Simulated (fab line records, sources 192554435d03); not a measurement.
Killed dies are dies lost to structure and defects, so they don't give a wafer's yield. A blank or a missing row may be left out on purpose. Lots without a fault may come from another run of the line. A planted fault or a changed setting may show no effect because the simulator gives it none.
Split-lot experiment | flow n5_finfet | 7 lots, 21 wafers read, on a route of 1938 steps

THE SPLIT
At N5_FIN_CUT_EXPOSE_05 (exposes mask FIN CUT), the setting dose_mj was moved away from the recipe's 45.75 on 6 of the 21 wafers read, by -6.4% to +5.7%. The other wafers ran this setting at the recipe's value.

FROM THE SPLIT TO THE READING: what the file shows between them, 2 steps
- N5_FIN_CUT_PEB_06: peb time 60 s
- N5_FIN_CUT_DEVELOP_07: develop time 30 s

THE READING
cd_nm, in nm, at N5_FIN_CUT_CD_MEAS_08 (target cd 29.1 nm). Fault-free wafers of this fab line usually give 29.20 nm, standard deviation 0.24 nm.

wafer  | tool, chamber at the split | dose_mj as run | against the recipe | cd_nm, nm | against lot-mates on the recipe
L077.2 | euv_scanner-02, 0          | 45.75          | recipe             | 29.51     | -
L077.4 | euv_scanner-02, 0          | 45.75          | recipe             | 29.06     | -
L077.6 | euv_scanner-02, 0          | 43.02          | -6.0%              | 28.19     | -1.09
L084.2 | euv_scanner-02, 0          | 42.84          | -6.4%              | 28.12     | -0.98
L084.3 | euv_scanner-02, 0          | 45.75          | recipe             | 29.21     | -
L084.5 | euv_scanner-02, 0          | 45.75          | recipe             | 28.99     | -
L089.1 | euv_scanner-01, 0          | 45.75          | recipe             | 29.40     | -
L089.4 | euv_scanner-01, 0          | 45.75          | recipe             | 29.63     | -
L089.6 | euv_scanner-01, 0          | 45.75          | recipe             | 29.28     | -
L090.4 | euv_scanner-02, 0          | 46.78          | +2.3%              | 29.72     | +0.94
L090.5 | euv_scanner-02, 0          | 46.78          | +2.3%              | 29.71     | +0.93
L090.6 | euv_scanner-02, 0          | 45.75          | recipe             | 28.78     | -
L093.1 | euv_scanner-02, 0          | 45.75          | recipe             | 29.12     | -
L093.3 | euv_scanner-02, 0          | 47.61          | +4.1%              | 29.73     | +0.75
L093.6 | euv_scanner-02, 0          | 45.75          | recipe             | 28.85     | -
L092.1 | euv_scanner-01, 0          | 45.75          | recipe             | 29.31     | -
L092.3 | euv_scanner-01, 0          | 45.75          | recipe             | 29.22     | -
L092.4 | euv_scanner-01, 0          | 45.75          | recipe             | 28.72     | -
L096.2 | euv_scanner-01, 0          | 45.75          | recipe             | 29.18     | -
L096.3 | euv_scanner-01, 0          | 48.37          | +5.7%              | 30.31     | +1.11
L096.6 | euv_scanner-01, 0          | 45.75          | recipe             | 29.23     | -

THE FIT
A straight line over all 21 wafers: cd_nm changes by +0.175 nm for each +1% of dose_mj; r = +0.90; the points scatter about the line by 0.23 nm.
The same after taking each lot's own level away (the mean of its wafers on the recipe; 21 wafers): +0.193 nm for each +1%; r = +0.92; scatter 0.22 nm.
On that fit, the largest move of dose_mj shifts the reading by 1.2 nm.
The lots' own levels span 28.780 to 29.437 nm, that is 2.7 times the standard deviation above.
So the lot-to-lot level changes the slope little: the two slopes agree.
Check: with one of the wafers moved furthest among these (-6.4%) left out of the fit, the line predicts -1.28 nm for it against its lot-mates. It came out at -0.98 nm against them.

OTHER SPLITS ON THESE WAFERS
These wafers also went through other splits before the reading. Each is held against what the fit with the lots' levels taken away leaves over:
other split on the same wafers            | wafers away from the commonest value | r with cd_nm (lot level and that fit taken away)
N5_ZERO_LAYER_EXPOSE_08 dose_mj           | 5                                    | -0.25
N5_ZERO_LAYER_PEB_09 peb_time_s           | as run: not given for these wafers   | -
N5_PMOS_HMC_CHANNEL_EPI_PEB_07 peb_temp_c | 4                                    | +0.19
N5_PMOS_HMC_CHANNEL_EPI_DESCUM_14 time_s  | 7                                    | -0.32

THE WHOLE CHAIN: every reading that the file lists as answering this split, in the file's order
step                  | what it does                                                | reading                                                               | change (the file's fit)               | r (the file's)
N5_FIN_CUT_CD_MEAS_08 | target cd 29.1 nm                                           | cd_nm                                                                 | +0.186 nm for each +1% of the setting | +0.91
N5_FIN_CUT_ETCH_30    | etches underlayer in N2/H2, target depth 13 nm, time 10.4 s | FIN_CUT.cd_offset_nm (the simulator's own value, which no gauge read) | +0.172 nm for each +1% of the setting | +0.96
N5_FIN_CUT_ETCH_20    | etches SiARC in CF4, target depth 26 nm, time 43.3 s        | FIN_CUT.cd_offset_nm (the simulator's own value, which no gauge read) | +0.187 nm for each +1% of the setting | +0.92

THE FILE'S OWN FIT
cd_nm changes by +0.186 nm for each +1% of dose_mj, r = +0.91.
